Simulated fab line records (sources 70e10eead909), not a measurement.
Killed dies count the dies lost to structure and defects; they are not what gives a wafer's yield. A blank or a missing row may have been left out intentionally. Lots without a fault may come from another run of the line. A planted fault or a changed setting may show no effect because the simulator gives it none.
fab line records    flow nandHarc
record lots=6  wafers=18  lastDay=24
route steps=1159 shown A_BLC@989 A_M0@994
lots untouched by any fault: they come from a run of this same line in which no faults occurred
startH: hours from the record's first day to the start of the lot's first wafer shown    waitH: hours from the lot's prior step to this one    " the same as in the row above    L1.1+2: a row that stands for several wafers    - value missing, or start not given    * or withheld: withheld    < > ~ a bound
route shown NAME@n: names a module that has steps shown in the file, with the first one's number in the route    usual: average and standard deviation across the fault-free wafers    same: alike in all rows    chamber/n: place in a boat    sites: per-site readings    _std_site: standard deviation across them    _edge_site: outer sites' mean less inner sites'    radiusMm: for every site, how far away it sits from the centre of the wafer    mask NAME#n: copy n    behind: the most recent tool/chamber to have shaped the wafer    hold: why the lot was held/for how many hours/how that ended    device: whichever transistor did not switch (one of n, p or np)    end of line: at the end of the route, the tests of the same wafers    a step without rows: its recipe alone    killed: the dies lost at the first sort to structure and to defects; this is not the yield of the wafer    map: shows each die of a wafer: x if killed, . if not, _ if none is there
set.NAME: the setting the step ran with; set.NAME@STEP: the setting that earlier step ran with    model.NAME: the simulator's own value behind a step, which no gauge read
lots at some steps of the route; a table a step, a row a wafer
services: a tool's chamber out of use, with start hour (startH, from the record's first day; less than 0 if before it), hours out, and reason
## steps
# step NHARC_A_BLC_CVD_24
# recipe targetThkA=1500  tempC=300  pressureTorr=40  wf6FlowSccm=40  h2FlowSccm=1600  arFlowSccm=1560  timeS=434  material=W
# usual heaterPowerW=491/44  mfcWf6Sccm=39.98/0.13  throttleValvePct=8.22/0.21
lot.wafer  tool     chamber  startH  waitH  heaterPowerW  mfcWf6Sccm  throttleValvePct
L841.2     cvdW-01  0        -       -      548           39.82       8.21
L841.6     "        0        "       "      565           39.79       8.01
L841.5     "        1        "       "      521           40.10       7.82
L851.1     cvdW-02  0        -       -      440           40.05       8.46
L851.3     "        0        "       "      437           40.09       8.33
L851.5     "        1        "       "      490           40.08       8.49
L847.4     cvdW-01  0        -       -      560           40.04       8.35
L847.6     "        1        "       "      532           40.07       8.18
L847.5     "        0        "       "      554           40.00       8.15
L852.1     cvdW-02  1        -       -      498           39.96       8.11
L852.2     "        0        "       "      441           39.90       8.23
L852.4     "        1        "       "      493           39.89       8.42
L859.1     cvdW-02  1        -       -      487           39.98       8.33
L859.3     "        0        "       "      440           40.08       8.14
L859.5     "        1        "       "      506           39.85       8.46
L858.1     cvdW-02  1        -       -      490           40.07       8.47
L858.4     "        0        "       "      431           39.91       8.46
L858.5     "        1        "       "      497           39.95       8.24
# step NHARC_A_BLC_CMP_25
# recipe tOverpolishS=30  targetThkNm=150
# usual motorCurrentA=12.5/1.4  overpolishRunS=30.000/0.0091  timeToEndpointS=30.8/2.4
lot.wafer  tool    chamber  startH  waitH  motorCurrentA  overpolishRunS  timeToEndpointS
L841.2     cmp-01  2        411.70  0.5    11.2           30.002          28.8
L841.5     "       3        "       "      14.2           29.985          30.4
L841.6     "       0        "       "      12.0           30.007          34.9
L847.4     cmp-01  3        462.54  0.3    13.1           30.006          30.2
L847.5     "       0        "       "      12.2           29.986          31.8
L847.6     "       1        "       "      13.3           30.011          31.7
L851.1     cmp-04  3        462.64  0.5    12.6           29.990          35.1
L851.3     "       0        "       "      10.4           29.993          36.2
L851.5     "       1        "       "      13.5           29.998          35.9
L852.2     cmp-02  2        497.02  0.4    11.8           29.998          28.4
L852.4     "       0        "       "      15.4           29.994          29.7
L852.1     "       1        "       "      13.0           29.988          31.2
L859.3     cmp-04  1        521.08  0.3    13.5           30.009          31.3
L859.1     "       2        "       "      9.8            29.990          29.5
L859.5     "       3        "       "      13.6           30.015          32.1
L858.4     cmp-04  3        528.59  0.4    12.4           30.003          34.4
L858.1     "       2        "       "      10.5           30.004          27.1
L858.5     "       0        "       "      10.3           29.994          33.5
# step NHARC_A_BLC_SRD_27
# step NHARC_A_BLC_INSPECT_28
# usual rawDefectCount=458/140
lot.wafer  tool              chamber  startH  waitH  rawDefectCount
L841.2     defectInspect-01  -        412.04  0.1    340
L841.5     "                 -        "       "      540
L841.6     "                 -        "       "      621
L847.4     defectInspect-02  -        462.88  0.1    359
L847.5     "                 -        "       "      427
L847.6     "                 -        "       "      502
L851.1     defectInspect-01  -        462.99  0.1    621
L851.3     "                 -        "       "      779
L851.5     "                 -        "       "      741
L852.1     defectInspect-02  -        497.43  0.1    453
L852.2     "                 -        "       "      402
L852.4     "                 -        "       "      331
L859.1     defectInspect-02  -        521.43  0.1    264
L859.3     "                 -        "       "      319
L859.5     "                 -        "       "      465
L858.1     defectInspect-02  -        528.99  0.1    418
L858.4     "                 -        "       "      382
L858.5     "                 -        "       "      376
# step NHARC_A_M0_DEP_00
# recipe targetThkA=1500  targetThkNm=150  tempC=withheld  pressureTorr=5  flowSccm=200  rfW=600  material=SiOC
# step NHARC_A_M0_DEHYDRATE_01
# recipe tempC=150  timeS=120
# step NHARC_A_M0_HMDS_02
# recipe timeS=30
# step NHARC_A_M0_COAT_33
# recipe tempC=200  timeS=65
# step NHARC_A_M0_COAT_03
# recipe spinRpm=1500  resistThkNm=90
# step NHARC_A_M0_SOFTBAKE_04
# recipe tempC=105  timeS=55
# step NHARC_A_M0_EBR_05
# step NHARC_A_M0_EXPOSE_06
# recipe na=1.35  targetCdNm=80  doseMj=83.25  maskId=A_M0
# usual exposureDoseMJCm2=83.17/0.078
# same na=1.35
lot.wafer  tool            chamber  startH  waitH  mask    exposureDoseMJCm2
L841.2     arfiScanner-01  0        412.68  -      A_M0#0  83.14
L841.5     "               0        "       "      A_M0#0  83.05
L841.6     "               0        "       "      A_M0#0  83.15
L847.4     arfiScanner-03  0        463.65  -      A_M0#0  83.20
L847.5     "               0        "       "      A_M0#0  83.20
L847.6     "               0        "       "      A_M0#0  83.13
L851.1     arfiScanner-02  0        463.79  -      A_M0#0  83.16
L851.3     "               0        "       "      A_M0#0  83.25
L851.5     "               0        "       "      A_M0#0  83.16
L852.1     arfiScanner-02  0        498.06  -      A_M0#0  45.90
L852.2     "               0        "       "      A_M0#0  45.78
L852.4     "               0        "       "      A_M0#0  45.85
L859.1     arfiScanner-01  0        522.19  -      A_M0#0  83.06
L859.3     "               0        "       "      A_M0#0  83.13
L859.5     "               0        "       "      A_M0#0  83.16
L858.1     arfiScanner-02  0        529.75  -      A_M0#0  53.19
L858.4     "               0        "       "      A_M0#0  53.25
L858.5     "               0        "       "      A_M0#0  53.19
# step NHARC_A_M0_PEB_07
# recipe pebTempC=100  pebTimeS=65
# step NHARC_A_M0_DEVELOP_08
# recipe developTimeS=35  devTempC=23
# step NHARC_A_M0_CD_MEAS_09
# recipe targetCdNm=80  landingEnergyEv=500
# usual cdNm=79.6/0.77
lot.wafer  tool      chamber  startH  waitH  cdNm
L841.2     cdSem-02  0        412.81  -      80.1
L841.5     "         0        "       "      79.8
L841.6     "         0        "       "      79.5
L847.4     cdSem-01  0        463.78  -      79.2
L847.5     "         0        "       "      78.5
L847.6     "         0        "       "      78.3
L851.1     cdSem-03  0        463.93  -      80.2
L851.3     "         0        "       "      79.1
L851.5     "         0        "       "      78.2
L852.1     cdSem-01  0        498.20  -      41.7
L852.2     "         0        "       "      42.0
L852.4     "         0        "       "      41.0
L859.1     cdSem-02  0        522.33  -      80.6
L859.3     "         0        "       "      79.1
L859.5     "         0        "       "      80.5
L858.1     cdSem-02  0        529.89  -      50.8
L858.4     "         0        "       "      51.9
L858.5     "         0        "       "      50.3
# step NHARC_A_M0_OVL_MEAS_10
# recipe pitchNm=160
# usual overlayXNm=-0.2/0.83  overlayYNm=0.1/0.9
lot.wafer  tool        chamber  startH  waitH  overlayXNm  overlayYNm
L841.2     overlay-01  -        412.90  -      0.8         0.7
L841.5     "           -        "       "      0.8         0.5
L841.6     "           -        "       "      0.7         0.3
L847.4     overlay-01  -        463.87  -      0.7         0.7
L847.5     "           -        "       "      0.0         1.1
L847.6     "           -        "       "      0.4         0.7
L851.1     overlay-02  -        464.02  -      -1.1        0.7
L851.3     "           -        "       "      -0.7        0.0
L851.5     "           -        "       "      -0.7        0.1
L852.1     overlay-01  -        498.29  -      -0.7        1.0
L852.2     "           -        "       "      0.5         0.6
L852.4     "           -        "       "      -0.2        1.3
L859.1     overlay-02  -        522.42  -      1.5         -0.3
L859.3     "           -        "       "      1.0         -0.5
L859.5     "           -        "       "      0.9         -0.2
L858.1     overlay-02  -        530.00  -      0.5         0.7
L858.4     "           -        "       "      0.7         0.7
L858.5     "           -        "       "      0.3         1.4
# step NHARC_A_M0_INSPECT_11
# usual rawDefectCount=30/13
lot.wafer  tool              chamber  startH  waitH  rawDefectCount
L841.2     defectInspect-01  -        412.94  0.0    10
L841.5     "                 -        "       "      6
L841.6     "                 -        "       "      15
L847.4     defectInspect-01  -        463.92  0.1    42
L847.5     "                 -        "       "      48
L847.6     "                 -        "       "      41
L851.1     defectInspect-02  -        464.05  0.0    18
L851.3     "                 -        "       "      24
L851.5     "                 -        "       "      31
L852.1     defectInspect-02  -        498.33  0.0    30
L852.2     "                 -        "       "      33
L852.4     "                 -        "       "      32
L859.1     defectInspect-01  -        522.46  0.0    24
L859.3     "                 -        "       "      32
L859.5     "                 -        "       "      30
L858.1     defectInspect-01  -        530.03  0.0    43
L858.4     "                 -        "       "      39
L858.5     "                 -        "       "      46
# step NHARC_A_M0_DESCUM_14
# recipe timeS=3  o2FlowSccm=200  arFlowSccm=0  biasPowerW=0  chemistry=O2
# usual drypumpMotorCurrentA=5.6/0.34  o2FlowSccm=200.0/0.59  oesProductAu=1.002/0.0086  rfVppV=57.8/0.88  showerheadPlenumPTorr=1.90/0.073  throttleValvePct=11.312/0.0089
lot.wafer  tool        chamber  startH  waitH  drypumpMotorCurrentA  o2FlowSccm  oesProductAu  rfHoursCounterH  rfVppV  showerheadPlenumPTorr  throttleValvePct  model.A_M0.cdNm
L841.2     rieDiel-09  0        413.00  0.1    5.4                   200.1       1.010         10               57.5    2.03                   11.306            79.63
L841.6     "           0        "       "      5.5                   199.6       1.008         -                58.6    2.03                   11.310            78.44
L841.5     "           1        "       "      5.7                   199.3       1.010         -                58.2    1.89                   11.307            80.07
L847.4     rieDiel-09  3        464.01  0.1    5.9                   199.3       0.999         -                57.2    1.82                   11.306            78.86
L847.5     "           0        "       "      5.5                   199.3       1.001         -                57.7    2.03                   11.325            78.85
L847.6     "           1        "       "      5.7                   199.6       0.987         -                58.9    1.89                   11.327            79.54
L851.3     rieDiel-06  0        464.12  0.1    4.8                   199.9       0.994         3                57.5    1.90                   11.307            78.56
L851.1     "           1        "       "      6.2                   199.8       1.003         3                58.7    1.82                   11.309            79.18
L851.5     "           0        "       "      4.8                   199.7       0.994         -                58.4    1.90                   11.326            77.92
L852.1     rieDiel-09  1        498.39  0.1    5.7                   200.1       0.997         5                58.3    1.89                   11.305            42.24
L852.4     "           3        "       "      5.9                   199.1       1.009         5                56.2    1.82                   11.315            40.63
L852.2     "           0        "       "      5.4                   200.1       1.005         4                59.0    2.03                   11.321            42.39
L859.1     rieDiel-11  2        522.52  0.1    5.4                   198.6       1.012         10               57.3    1.78                   11.322            80.33
L859.3     "           0        "       "      5.1                   200.3       1.012         12               57.6    1.92                   11.313            79.5
L859.5     "           3        "       "      5.9                   200.2       0.996         -                57.2    1.85                   11.305            81.01
L858.1     rieDiel-06  1        530.10  0.1    6.2                   200.5       1.002         6                57.0    1.82                   11.317            50.14
L858.4     "           0        "       "      4.8                   200.5       1.000         7                58.1    1.90                   11.309            51.49
L858.5     "           2        "       "      5.9                   199.4       1.022         -                58.4    1.79                   11.305            50.29
# step NHARC_A_M0_ETCH_34
# recipe targetDepthA=400  overetchA=120  timeS=43.94  ionEnergyEv=200  n2FlowSccm=150  h2FlowSccm=150  arFlowSccm=0  rfW=400  biasW=150  chemistry=N2/H2
# usual drypumpMotorCurrentA=5.7/0.33  oesProductAu=1.000/0.0092  rfVppV=430.0/2.3  showerheadPlenumPTorr=2.02/0.081  throttleValvePct=14.172/0.0096
lot.wafer  tool        chamber  startH  waitH  drypumpMotorCurrentA  oesProductAu  rfHoursCounterH  rfVppV  showerheadPlenumPTorr  throttleValvePct
L841.2     rieDiel-09  1        413.10  0.1    5.7                   0.994         9                431.3   2.02                   14.181
L841.6     "           3        "       "      5.9                   0.985         -                428.7   1.94                   14.183
L841.5     "           0        "       "      5.5                   0.995         -                434.9   2.16                   14.188
L847.5     rieDiel-09  1        464.10  0.1    5.7                   0.999         -                429.9   2.02                   14.179
L847.6     "           3        "       "      6.0                   1.002         -                426.6   1.94                   14.172
L847.4     "           0        "       "      5.4                   0.998         -                433.9   2.16                   14.166
L851.1     rieDiel-06  0        464.21  0.1    4.8                   0.994         3                429.5   2.02                   14.182
L851.3     "           1        "       "      6.2                   1.006         3                426.4   1.94                   14.174
L851.5     "           3        "       "      6.1                   0.998         -                431.5   2.05                   14.174
L852.1     rieDiel-09  1        498.47  0.1    5.7                   0.995         5                430.3   2.02                   14.157
L852.4     "           2        "       "      5.8                   1.000         5                430.9   2.06                   14.163
L852.2     "           0        "       "      5.5                   1.004         4                434.0   2.16                   14.171
L859.3     rieDiel-11  1        523.10  0.6    5.7                   1.021         11               430.5   2.00                   14.172
L859.1     "           3        "       "      6.0                   1.005         9                430.4   1.97                   14.158
L859.5     "           1        "       "      5.7                   1.011         -                429.3   2.00                   14.180
L858.1     rieDiel-06  2        530.19  0.1    5.9                   1.025         6                426.1   1.90                   14.174
L858.4     "           3        "       "      6.2                   1.005         6                429.1   2.05                   14.171
L858.5     "           1        "       "      6.2                   0.996         -                426.9   1.94                   14.180
# step NHARC_A_M0_ETCH_15
# recipe targetDepthA=1500  overetchA=150  timeS=82.5  c4f8FlowSccm=withheld  arFlowSccm=400  rfW=600  biasW=300  chemistry=C4F8/Ar
# usual oesProductAu=0.955/0.023  rfVppV=440.0/2.4
lot.wafer  tool        chamber  startH  waitH  oesProductAu  rfHoursCounterH  rfVppV  model.A_M0.cdNm
L841.2     rieDiel-09  2        -       -      0.935         12               441.2   79.55
L841.5     "           3        "       "      0.921         -                437.7   80.1
L841.6     "           0        "       "      0.932         -                444.5   78.38
L851.3     rieDiel-06  3        -       -      0.969         3                440.8   78.57
L851.1     "           1        "       "      0.953         3                437.9   79.17
L851.5     "           2        "       "      0.973         -                437.5   77.46
L847.6     rieDiel-09  0        -       -      0.925         -                445.1   79.75
L847.4     "           1        "       "      0.919         -                439.6   79.03
L847.5     "           3        "       "      0.919         -                438.4   79.34
L852.4     rieDiel-09  1        -       -      0.963         5                439.5   40.51
L852.1     "           2        "       "      0.951         5                441.2   42.66
L852.2     "           3        "       "      0.988         5                436.8   42.44
L859.3     rieDiel-11  3        -       -      0.922         9                438.0   79.76
L859.1     "           0        "       "      0.925         12               441.4   80.01
L859.5     "           3        "       "      0.917         -                438.3   81.33
L858.1     rieDiel-06  0        -       -      0.910         7                440.3   50.49
L858.4     "           0        "       "      0.905         -                439.8   51.16
L858.5     "           1        "       "      0.907         -                438.0   50.2
# step NHARC_A_M0_CD_MEAS_16
# usual cdNm=79.6/0.94
lot.wafer  tool      chamber  startH  waitH  cdNm
L841.2     cdSem-03  -        413.30  -      79.9
L841.5     "         -        "       "      80.1
L841.6     "         -        "       "      78.2
L851.1     cdSem-03  -        464.42  -      79.5
L851.3     "         -        "       "      78.7
L851.5     "         -        "       "      77.5
L847.4     cdSem-03  -        464.77  -      79.2
L847.5     "         -        "       "      79.1
L847.6     "         -        "       "      79.5
L852.1     cdSem-03  -        498.69  -      42.8
L852.2     "         -        "       "      42.2
L852.4     "         -        "       "      40.4
L859.1     cdSem-01  -        523.31  -      79.9
L859.3     "         -        "       "      79.7
L859.5     "         -        "       "      81.3
L858.1     cdSem-01  -        530.41  -      50.3
L858.4     "         -        "       "      51.1
L858.5     "         -        "       "      50.3
## services
tool            chamber  startH  hours  kind
cmp-04          -        399.10  4.0    pm
cmp-02          -        401.94  0.3    repair
arfiScanner-01  -        409.37  0.6    repair
rieDiel-09      0        410.10  -      clean
rieDiel-09      1        410.10  -      clean
rieDiel-09      2        410.10  -      clean
rieDiel-09      3        410.10  -      clean
rieDiel-11      3        418.01  9.6    repair
rieDiel-06      -        418.20  9.0    pm
arfiScanner-02  -        428.00  4.0    pm
cmp-02          -        428.79  4.0    pm
rieDiel-09      -        431.10  9.0    pm
rieDiel-09      0        431.10  9.0    ventCycle
rieDiel-09      1        431.10  9.0    ventCycle
cmp-01          -        447.06  0.9    repair
cmp-01          -        451.25  1.5    repair
rieDiel-09      2        459.54  9.5    repair
cmp-01          -        473.50  4.0    pm
cvdW-01         -        475.58  13.0   pm
arfiScanner-03  -        484.00  4.0    pm
cmp-04          -        497.10  4.0    pm
arfiScanner-02  -        499.99  12.3   repair
cmp-02          -        515.97  0.9    repair
cmp-02          -        526.79  4.0    pm
## key
firstSign step=NHARC_A_M0_EXPOSE_06  reading=exposureDoseMJCm2  direction=down  sigmas=99+  usual=83.17  struck=49.53
effect step=NHARC_A_M0_CD_MEAS_09  reading=cdNm  direction=down  sigmas=43  usual=79.6  struck=46.3  through=controlLoop
effect step=NHARC_A_M0_CD_MEAS_16  reading=cdNm  direction=down  sigmas=35  usual=79.6  struck=46.2  through=controlLoop
modelEffect step=NHARC_A_M0_DESCUM_14  value=A_M0.cdNm  without=80.27  struck=46.2
modelEffect step=NHARC_A_M0_ETCH_15  value=A_M0.cdNm  without=80.31  struck=46.24
metAt NHARC_A_M0_EXPOSE_06
struckWafers L852.1,L852.2,L852.4,L858.1,L858.4,L858.5
laterRowsLeftOut L852.1,L852.2,L852.4,L858.1,L858.4,L858.5
sortLeftOut L852.1,L852.2,L852.4,L858.1,L858.4,L858.5
loopTrim step=NHARC_A_M0_EXPOSE_06  setting=dose  lots=L858
onsetBetween 463.79 498.06
fault kind=processParameterDrift  tool=arfiScanner-02  chamber=-  onsetH=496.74  steps=NHARC_A_M0_EXPOSE_06  channel=doseMj  offset=-37.431  shape=step  actsIn=theseRecipesOnly  stated=83.25
# sortLeftOut: the simulated sort isn't trusted on such a fault, so these wafers' sort isn't shown, and their yield isn't known
# laterRowsLeftOut: the simulator's readings of these wafers behind a module that went badly wrong aren't trusted and aren't shown, but for the sort
# loopTrim: a control loop set the setting to another value than it would have without faults
